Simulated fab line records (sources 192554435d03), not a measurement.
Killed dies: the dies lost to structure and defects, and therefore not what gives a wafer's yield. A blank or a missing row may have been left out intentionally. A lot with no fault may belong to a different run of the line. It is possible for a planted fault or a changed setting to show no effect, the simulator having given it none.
Struck lot and sound lot, side by side :: flow n5Finfet :: 15 steps out of a route of 1938
Sound: wafers L650.1, L650.3, L650.6. Struck: wafers L662.1, L662.3, L662.5. The cause comes at the end.
For every step that has rows: the tool of each side, followed by ch and its chambers, followed by its first start. Under that, the readings that differ: sound wafers :: struck wafers :: difference of the means :: sigmas: that difference in standard deviations of wafers without a fault.
alike: words and numbers the same on both sides, and readings whose means are apart by under 2 such deviations; not compared: readings that were withheld, readings missing a value for some wafer, numbers with overlapping values and no deviation given by the record, and bounds like >300 which may hide the same value.
The two part at a step that has a row with sigmas, a row that says differs or no value, or rows on one side only. Numbers that have no deviation but don't overlap get no sigmas and don't part them. Lack of a reading on every wafer of one side parts them only where that side has two or more wafers.

first, 1 step without rows for these wafers: N5_BEOL_M0_SAQP_SRD_93 (time 30 s).
N5_BEOL_M0_SAQP_RECESS_114: chemistry HF/NH3, target SiO2, target depth 14.4 nm, afs cycles 3, sublimation time 60 s.
  sound on vaporEtch-01 ch 0,1, day 8 06:51; struck on vaporEtch-01 ch 0,1, day 11 07:11
  alike: drypumpMotorCurrentA
N5_BEOL_M0_SAQP_SPACER1_ALD_98: deposits SiO2, target thk 12.8 nm, pulse time 1 s, purge time 2 s.
  sound on aldSin-03 ch 1,2,3, day 8 07:43; struck on aldSin-02 ch 1,2,3, day 11 07:34
  alike: heaterPowerW, precursorPulseHeightRel
then, 2 steps without rows for these wafers: N5_BEOL_M0_SAQP_SPACER1_ETCHBACK_99 (etches SiO2 in CHF3/O2, target depth 15.4 nm, time 7.7 s); N5_BEOL_M0_SAQP_MANDREL1_REMOVE_100 (chemistry HBr/Cl2/O2, target a-Si, stops on SiNx, bt time 10 s).
N5_BEOL_M0_SAQP_CD_MEAS_25: the cd target is 13.1 nm.
  sound on cdSem-01 ch 0, day 8 08:23; struck on cdSem-02 ch 0, day 11 08:17
  alike: cdNm
N5_BEOL_M0_SAQP_ETCH_101: etches SiNx in CH3F/O2, target depth 29.9 nm, time 42.7 s.
  sound on rieDiel-03 ch 1,2,3, day 8 08:32; struck on rieDiel-03 ch 1,3, day 11 08:19
  alike: biasW, drypumpMotorCurrentA, oesProductAu, rfVppV, showerheadPlenumPTorr, throttleValvePct
  not compared: rfHoursCounterH
then, 1 step without rows for these wafers: N5_BEOL_M0_SAQP_ETCH_102 (etches SiO2 in CF4, target depth 4 nm, time 4.4 s).
N5_BEOL_M0_SAQP_MANDREL_ETCH_103: etches a-Si in HBr/Cl2, stops on SiCN, target depth 45 nm, bt time 10 s, time 27 s.
  sound on rieSi-02 ch 1,3, day 8 08:41; struck on rieSi-02 ch 1,2,3, day 11 08:28
  alike: biasW, drypumpMotorCurrentA, oesProductAu, throttleValvePct
  not compared: rfHoursCounterH
N5_BEOL_M0_SAQP_RECESS_104: chemistry HF/NH3, target SiO2, target depth 18 nm, afs cycles 3, sublimation time 60 s.
  sound on vaporEtch-01 ch 0, day 8 08:46; struck on vaporEtch-01 ch 0,1, day 11 08:32
  alike: drypumpMotorCurrentA
then, 2 steps without rows for these wafers: N5_BEOL_M0_SAQP_COAT_105 (time 60 s, resist thk 100 nm); N5_BEOL_M0_SAQP_ETCH_106 (etches SOC in N2/H2, stops on SiNx, target depth 150 nm).
N5_BEOL_M0_SAQP_ETCH_107: etches SiNx in CH3F/O2, target depth 30 nm.
  sound on rieDiel-06 ch 1,3, day 8 09:16; struck on rieDiel-02 ch 0,2,3, day 11 09:04
reading: biasW (W)
sound: 73.18 73.34 72.76
struck: 87.85 87.81 88.26
difference: +14.88
sigmas: +68

reading: rfVppV (V)
sound: 293 291 292
struck: 346 333 350
difference: +51
sigmas: +9

reading: model.BEOL_M0_SAQP.featureDepthNm (nm)
sound: 30.6 30.4 30.6
struck: 31.4 31 31.6
difference: +0.8
sigmas: 
  alike: drypumpMotorCurrentA, oesProductAu, showerheadPlenumPTorr, throttleValvePct
  not compared: rfHoursCounterH
then, 1 step without rows for these wafers: N5_BEOL_M0_SAQP_STRIP_108 (strips in N2/H2).
-- a jump in the record: the struck wafers' starts before and after are 3 days apart (it breaks off in module BEOL_M0_SAQP and resumes in module BEOL_M4, where the first step shown is number 1111 of the route) --
N5_BEOL_M4_RC_MEAS_101:
  sound on prober-01 ch 0, day 10 11:31; struck on prober-02 ch 0, day 13 22:41
  alike: DIBL_N, DIBL_P, IOFF_N, IOFF_P, ION_N, ION_P, SS_N, SS_P, VT_N, VT_P

== WHERE THEY PART ==
Only at N5_BEOL_M0_SAQP_ETCH_107, within this record. Later steps at which nothing parts them and some readings are alike: N5_BEOL_M4_RC_MEAS_101.

WHY: what had been put in by the simulator
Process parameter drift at N5_BEOL_M0_SAQP_ETCH_107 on rieDiel-02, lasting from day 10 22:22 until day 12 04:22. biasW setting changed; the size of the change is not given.
